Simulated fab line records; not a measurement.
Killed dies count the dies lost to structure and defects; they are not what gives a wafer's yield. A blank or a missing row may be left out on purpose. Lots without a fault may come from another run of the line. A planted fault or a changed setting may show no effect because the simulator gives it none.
A lot that was struck, set against a sound lot ; flow n5Finfet ; 35 steps out of a route of 1938
Sound: these wafers, L461.2, L461.4, L461.6. Wafers struck: L458.2, L458.3, L458.4. The cause is named last.
Per side, at each step with rows, come the tool, then ch with its chambers, and then its first start. Under that, the readings that differ: sound wafers ; struck wafers ; difference of the means ; sigmas: that difference in standard deviations of wafers without a fault.
alike: readings whose means differ by less than 2 such deviations, and words and numbers that are the same on both sides. not compared: withheld readings, readings that some wafer has no value for, bounds like >300 that may hide the same value, and numbers for which the record gives no deviation and whose values overlap.
A row with sigmas, a row that says differs or no value, or rows on one side alone: a step with any of these is where the two part. Numbers that don't overlap but have no deviation are shown without sigmas and don't part them. A reading missing from all wafers of one side parts the sides only when that side holds two or more wafers.

first, 12 steps without rows for these wafers: N5_SD_EPI_P_ETCH_37 (etches SOC in N2/H2, overetch 108 nm, time 486 s); N5_SD_EPI_P_STRIP_38 (strips in N2/H2); N5_SD_EPI_P_ETCHBACK_46 (etches SiNx in CH3F/O2, stops on SiO2, target depth 17.5 nm); N5_SD_EPI_P_ETCH_47 (etches SiOCN in CH3F/O2, target depth 25 nm); N5_SD_EPI_P_ETCH_16 (etches SiO2 in CHF3/O2, target depth 5 nm); N5_SD_EPI_P_STRIP_50 (strips in CHF3/O2); N5_SD_EPI_P_SD_RECESS_17 (chemistry HBr/Cl2/O2, target depth 39.1 nm, bt time 3 s); N5_SD_EPI_P_WET_ETCH_45 (etches SiO2 in dHF, time 10.7 s, target depth 2 nm, rinse time 30 s); N5_SD_EPI_P_STRIP_40 (strips in N2/H2); N5_SD_EPI_P_PRECLEAN_52 (cleans in O3/DIW, time 60 s); N5_SD_EPI_P_SRD_20 (time 30 s); N5_SD_EPI_P_PRECLEAN_51 (cleans in NF3:NH3, afs cycles 1, time 20 s, sublimation time 60 s).
N5_SD_EPI_P_VAPOR_ETCH_44: etches SiGe30 in NF3/Ar, time 3.3 s.
  struck on epiRpcvd-02, day 7 05:59; sound on epiRpcvd-02 ch 0, day 7 22:47
  no value came back on the struck wafers for susceptorTempC (C), timeS (s); on the sound wafers susceptorTempC (C) reads 25.24 25.04 25.08
then, 20 steps without rows for these wafers: N5_SD_EPI_P_EPI_21 (deposits SiGe:B, time 355 s); N5_SD_EPI_P_HM_STRIP_48 (strips SiNx in H3PO4, material SiNx, target depth 3 nm); N5_SD_EPI_P_SRD_49 (time 30 s); N5_SD_EPI_P_PRECLEAN_24 (cleans in O3/DIW, time 45 s); N5_SD_EPI_P_PRECLEAN_32 (cleans in dHF, time 10 s); N5_SD_EPI_P_PRECLEAN_33 (cleans in SC2, time 45 s); N5_SD_EPI_P_SRD_25 (time 30 s); N5_SD_ACTIVATION_RTA_00 (time 0 s); N5_SD_ACTIVATION_LSA_01 (time 0.0008 s); N5_ILD0_LINER_00 (material SiNx, target thk 4 nm, pulse time 1 s, purge time 2 s); N5_ILD0_FCVD_FILL_01 (material SiO2 flowable, target thk 200 nm, time 328.3 s); N5_ILD0_CURE_02 (time 1800 s); N5_ILD0_CMP_03 (polishes, stops on SiNx, t overpolish 1.9 s, target thk 197.38 nm); N5_ILD0_CMP_07 (polishes SiO2 flowable, stops on poly-Si, t overpolish 1.18 s, target thk 138.88 nm); N5_ILD0_PRECLEAN_10 (cleans in NF3:NH3, afs cycles 5, time 20 s, sublimation time 60 s); N5_ILD0_ALD_15 (deposits SiNx, target thk 24 nm, pulse time 1 s, ald cycles 480); N5_ILD0_CMP_12 (polishes SiNx, stops on poly-Si, t overpolish 6 s, target thk 17.67 nm); N5_SDB_HM_DEP_00 (deposits SiNx from SiH4/NH3/N2, target thk 40 nm, time 35.3 s); N5_SDB_COAT_03 (time 60 s, resist thk 100 nm); N5_SDB_COAT_04 (time 60 s, resist thk 18 nm).
-- the record jumps here: 5 days lie between the struck wafers' starts before and after (it left off in module SDB and takes up again in module BEOL_M4, whose first step shown is number 1111 of the route) --
N5_BEOL_M4_RC_MEAS_101:
  sound on prober-01 ch 0, day 13 04:00; struck on prober-01 ch 0, day 12 03:22
reading;sound;struck;difference;sigmas
CJ_P;5.43 5.82 5.63;4.57 4.04 4.37;-1.30;-8
DIBL_P (mV/V);37.9 35.6 39.5;27.4 24.3 28.6;-10.9;-5
IOFF_P (nA/um);0.25 0.23 0.30;0.03 0.03 0.03;-0.23;-6
IOFF_P_85C (nA/um);4.2 4.0 4.8;0.8 0.6 0.8;-3.6;-6
IOFF_P_LIN (nA/um);0.114 0.110 0.127;0.020 0.017 0.021;-0.098;-7
ION_P (uA/um);466 471 468;289 286 291;-180;-26
REXT_P (ohm.um);99.8 97.6 98.8;301.0 297.9 299.4;+200.7;+69
SS_P (mV/dec);74.5 73.7 74.8;71.7 70.6 71.9;-2.9;-5
VT_P (mV);-248 -247 -246;-294 -295 -292;-47;-15
VT_P_LVT (mV);-97 -96 -94;-140 -143 -140;-45;-15
  alike: DIBL_N, IOFF_N, ION_N, SS_N, VT_N
-- here the record skips 5 days between the struck wafers' starts before and after, leaving off in module BEOL_M4 and picking up in module PASSIVATION (first step shown: number 1936 of the route) --
N5_PASSIVATION_PROBE_49:
  sound: prober-01 at day 17 17:02; struck: prober-01 at day 16 22:05
reading;sound;struck;difference;sigmas
defectLimitedYield (%);93.2 91.4 92.3;89.6 87.8 88.9;-3.5;-2
killedDies;80 102 91;123 144 131;+42;+2
killedOpen;51 59 56;89 102 89;+38;+3
sort_bin_5_function (%);4.2 5.3 3.8;6.4 7.1 6.7;+2.3;+2
sort_bin_6_memory (%);2.3 2.4 3.0;3.8 5.1 4.1;+1.8;+3
sort_bin_8_speed (%);0 0 0;89.58 87.80 88.90;+88.76;+99 or more
sortNPass;1100 1078 1088;0 0 0;-1089;-60
sortYieldPct (%);93.2 91.4 92.2;0 0 0;-92;-58
  alike: killed_at_M0_to_M3, killed_at_M4_up, killedAtContacts, killedAtFrontEnd, killedAtOther, killedShort, sort_bin_4_leakage

WHERE THEY PART
First at N5_SD_EPI_P_VAPOR_ETCH_44; last, within this record, at N5_PASSIVATION_PROBE_49.

WHY: the cause the simulator had injected
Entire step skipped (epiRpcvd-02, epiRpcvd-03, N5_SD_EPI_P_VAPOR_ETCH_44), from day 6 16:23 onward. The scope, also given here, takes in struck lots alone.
